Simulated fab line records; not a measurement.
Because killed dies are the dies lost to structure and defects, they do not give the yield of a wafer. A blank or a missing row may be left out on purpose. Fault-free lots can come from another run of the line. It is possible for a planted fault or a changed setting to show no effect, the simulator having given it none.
What tool caused it? ; flow n5_finfet ; 72 wafers from 24 lots sampled at 2 of the route's 1938 steps

WHAT THE GAUGES SHOWED, per wafer
N5_HKMG_FIN_INSPECT_61: inspects for defects (macro). Usual: raw_defect_count reads 2.1 (standard deviation 1.5).
lot;measured;on;raw_defect_count;flag
L074;day 3 21:52;defect_inspect-02;2 2 3;
L075;day 4 03:44;defect_inspect-02;0 3 5;
L076;day 4 10:47;defect_inspect-02;4 2 3;
L077;day 4 15:52;defect_inspect-01;1 2 1;
L078;day 5 00:39;defect_inspect-01;1 5 1;
L079;day 5 07:26;defect_inspect-02;1 2 0;
L080;day 5 12:34;defect_inspect-01;1 3 1;
L081;day 5 17:36;defect_inspect-02;2 4 2;
L082;day 5 21:02;defect_inspect-02;4 0 3;
L083;day 6 02:58;defect_inspect-02;2 1 4;
L084;day 6 13:09;defect_inspect-02;1 1 1;
L085;day 6 19:29;defect_inspect-01;0 3 2;
L086;day 6 23:35;defect_inspect-01;2 1 1;
L087;day 7 03:19;defect_inspect-02;0 3 4;
L088;day 7 09:34;defect_inspect-01;0 2 4;
L089;day 7 15:57;defect_inspect-01;4 0 1;
L090;day 8 00:32;defect_inspect-02;2 1 3;
L091;day 8 05:16;defect_inspect-02;2 4 1;
L092;day 8 12:40;defect_inspect-02;0 3 1;
L093;day 8 16:43;defect_inspect-02;3 1 2;
L094;day 9 04:36;defect_inspect-02;0 2 3;
L095;day 9 07:40;defect_inspect-01;1 3 2;
L096;day 9 11:19;defect_inspect-01;2 2 2;
L097;day 9 19:01;defect_inspect-01;1 3 2;

N5_HKMG_FIN_THK_MEAS_70: measures by xrf. Usual: HK_THK gives 1.609 nm (standard deviation 0.022).
lot;measured;on;HK_THK (nm);flag
L074;day 4 00:19;film_metro-01;1.596 1.597 1.614;
L075;day 4 06:14;film_metro-02;1.617 1.578 1.645;
L076;day 4 13:17;film_metro-02;1.582 1.588 1.622;
L077;day 4 18:19;film_metro-02;1.588 1.569 1.616;
L078;day 5 03:05;film_metro-02;1.629 1.600 1.569;
L079;day 5 10:28;film_metro-02;1.622 1.560 1.596;
L080;day 5 15:13;film_metro-02;1.611 1.597 1.582;
L081;day 5 20:07;film_metro-02;1.619 1.604 1.605;
L082;day 5 23:44;film_metro-01;1.589 1.608 1.575;
L083;day 6 05:24;film_metro-01;1.586 1.602 1.608;
L084;day 6 15:47;film_metro-01;1.604 1.644 1.621;
L085;day 6 22:26;film_metro-02;1.601 1.577 1.616;
L086;day 7 02:22;film_metro-02;1.587 1.623 1.638;
L087;day 7 05:46;film_metro-01;1.610 1.587 1.611;
L088;day 7 12:08;film_metro-02;1.611 1.614 1.631;
L089;day 7 18:42;film_metro-02;1.621 1.672 1.598;
L090;day 8 02:59;film_metro-02;1.610 1.621 1.619;
L091;day 8 07:47;film_metro-02;1.613 1.612 1.592;
L092;day 8 15:07;film_metro-02;1.568 1.647 1.621;
L093;day 8 19:28;film_metro-01;1.630 1.641 1.607;
L094;day 9 07:02;film_metro-01;1.600 1.636 1.592;
L095;day 9 10:18;film_metro-01;1.609 1.614 1.611;
L096;day 9 13:50;film_metro-02;1.578 1.622 1.571;
L097;day 9 21:28;film_metro-01;1.617 1.600 1.611;

WHICH TOOL RAN EACH LOT (tool, then ch and the chambers of the sampled wafers, then the start)
Record: no process step prior to these readings.

AS READ BY THE TOOLS THEMSELVES (means over the sampled wafers that have a number; for cases with no such wafer, the mark the record gives instead)
The record holds no such reading with a usual standard deviation.

THE ANSWER, worked out from the rows above alone
Rule: a lot counts as off when the mean over its wafers that have a number is more than 3 standard deviations away from the usual mean. Also off: a lot with no number at a reading for which 4 or more lots have one. Where the step has rows for the other lots, those lots are counted as sound. The gauges are gone through in route order, then the tools' own readings, and for those a lot's mean is taken as printed above. The first step at which some lot is off is used, and at that step the reading that is off furthest; a lot without a number counts as furthest.
None of the lots is off at any reading shown; this tells nothing.

WHAT THE SIMULATOR HAD PUT IN
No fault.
